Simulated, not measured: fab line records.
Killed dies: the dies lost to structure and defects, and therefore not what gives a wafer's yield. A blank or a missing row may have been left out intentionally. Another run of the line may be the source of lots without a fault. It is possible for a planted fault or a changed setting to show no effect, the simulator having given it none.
Split-lot experiment | flow n5_finfet | 21 wafers read across 7 lots, on a route 1938 steps long

## ABOUT THE SPLIT
At N5_BEOL_M4_COAT_62 (time 60 s, resist thk 12 nm), the setting spin_rpm was moved away from the recipe's 1500 rpm on 7 of the 21 wafers read, by -4.3% to +8.0%. For the rest of the wafers, this setting stayed at what the recipe calls for.

## FROM THE SPLIT TO THE READING: what the file shows between them, 3 steps
- N5_BEOL_M4_DESCUM_16: chemistry O2, time 7 s (also split here: time_s)
- N5_BEOL_M4_ETCH_74: etches underlayer in N2/H2, target depth 6.5 nm, time 5.2 s
- N5_BEOL_M4_ETCH_63: etches SiARC in CF4, target depth 15.6 nm, time 26 s

## THE READING
SiARC_of_BEOL_M4_COAT_62.thk_nm (the simulator's own value, which no gauge read), in nm, at N5_BEOL_M4_ETCH_64 (etches SOC in N2/H2, target depth 75 nm, overetch 22.5 nm, time 121.9 s). No usual value for it is given in the file. The 14 wafers here that ran the recipe average 6.3 nm, standard deviation 0.096 nm.

wafer  | tool, chamber at the split | spin_rpm as run, rpm | against the recipe | SiARC_of_BEOL_M4_COAT_62.thk_nm, nm | against lot-mates on the recipe
L074.2 | litho_track-05, 0          | 1500                 | recipe             | 6.4                                 | -
L074.3 | litho_track-05, 0          | 1500                 | recipe             | 6.4                                 | -
L074.4 | litho_track-05, 0          | 1500                 | recipe             | 6.4                                 | -
L076.1 | litho_track-03, 0          | 1500                 | recipe             | 6.2                                 | -
L076.2 | litho_track-03, 0          | 1500                 | recipe             | 6.4                                 | -
L076.4 | litho_track-03, 0          | 1500                 | recipe             | 6.4                                 | -
L081.1 | litho_track-01, 0          | 1500                 | recipe             | 6.4                                 | -
L081.2 | litho_track-01, 0          | 1500                 | recipe             | 6.4                                 | -
L081.4 | litho_track-01, 0          | 1500                 | recipe             | 6.2                                 | -
L083.3 | litho_track-05, 0          | 1500                 | recipe             | 6.4                                 | -
L083.4 | litho_track-05, 0          | 1566                 | +4.4%              | 6                                   | -0.4
L083.6 | litho_track-05, 0          | 1566                 | +4.4%              | 6.2                                 | -0.2
L086.2 | litho_track-03, 0          | 1435                 | -4.3%              | 6.6                                 | +0.4
L086.4 | litho_track-03, 0          | 1500                 | recipe             | 6.2                                 | -
L086.5 | litho_track-03, 0          | 1500                 | recipe             | 6.2                                 | -
L088.1 | litho_track-01, 0          | 1500                 | recipe             | 6.4                                 | -
L088.3 | litho_track-01, 0          | 1620                 | +8.0%              | 6                                   | -0.4
L088.4 | litho_track-01, 0          | 1620                 | +8.0%              | 6                                   | -0.4
L090.2 | litho_track-05, 0          | 1599                 | +6.6%              | 5.8                                 | -0.4
L090.3 | litho_track-05, 0          | 1599                 | +6.6%              | 5.8                                 | -0.4
L090.5 | litho_track-05, 0          | 1500                 | recipe             | 6.2                                 | -

FIT RESULTS
A straight line over all 21 wafers: SiARC_of_BEOL_M4_COAT_62.thk_nm changes by -0.0566 nm for each +1% of spin_rpm; r = -0.87; the points scatter about the line by 0.11 nm.
The same after taking each lot's own level away (the mean of its wafers on the recipe; 21 wafers): -0.0602 nm for each +1%; r = -0.94; scatter 0.075 nm.
Per that fit: largest spin_rpm move, reading shift of 0.48 nm.
The lots' own levels span 6.20 to 6.40 nm, that is 2.1 times the standard deviation above.
The two slopes agree, so the slope changes little with the lot-to-lot level.
Check: for one of the wafers moved furthest among these (+8.0%), held out of the fit, the line's prediction against its lot-mates is -0.493 nm. It came out at -0.4 nm against them.

## OTHER SPLITS ON THESE WAFERS
Note: prior to the reading, these wafers also went through further splits. Each is held against what the fit with the lots' levels taken away leaves over:
other split on the same wafers | wafers away from the commonest value | r with SiARC_of_BEOL_M4_COAT_62.thk_nm (lot level and that fit taken away)
N5_BEOL_M3_ETCH_64 time_s      | 1                                    | -0.18
N5_BEOL_M4_DESCUM_16 time_s    | 5                                    | +0.04

## THE WHOLE CHAIN: every reading that the file lists as answering this split, in the file's order
step               | what it does                                                            | reading                                                                          | change (the file's fit)                | r (the file's)
N5_BEOL_M4_COAT_62 | time 60 s, resist thk 12 nm                                             | SiARC_of_BEOL_M4_COAT_62.thk_nm (the simulator's own value, which no gauge read) | -0.0521 nm for each +1% of the setting | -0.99
N5_BEOL_M4_ETCH_63 | etches SiARC in CF4, target depth 15.6 nm, time 26 s                    | etch.depth_nm (the simulator's own value, which no gauge read)                   | -0.0586 nm for each +1% of the setting | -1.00
N5_BEOL_M4_ETCH_64 | etches SOC in N2/H2, target depth 75 nm, overetch 22.5 nm, time 121.9 s | SiARC_of_BEOL_M4_COAT_62.thk_nm (the simulator's own value, which no gauge read) | -0.061 nm for each +1% of the setting  | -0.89

## THE FILE'S OWN FIT
SiARC_of_BEOL_M4_COAT_62.thk_nm changes by -0.061 nm for each +1% of spin_rpm, r = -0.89.
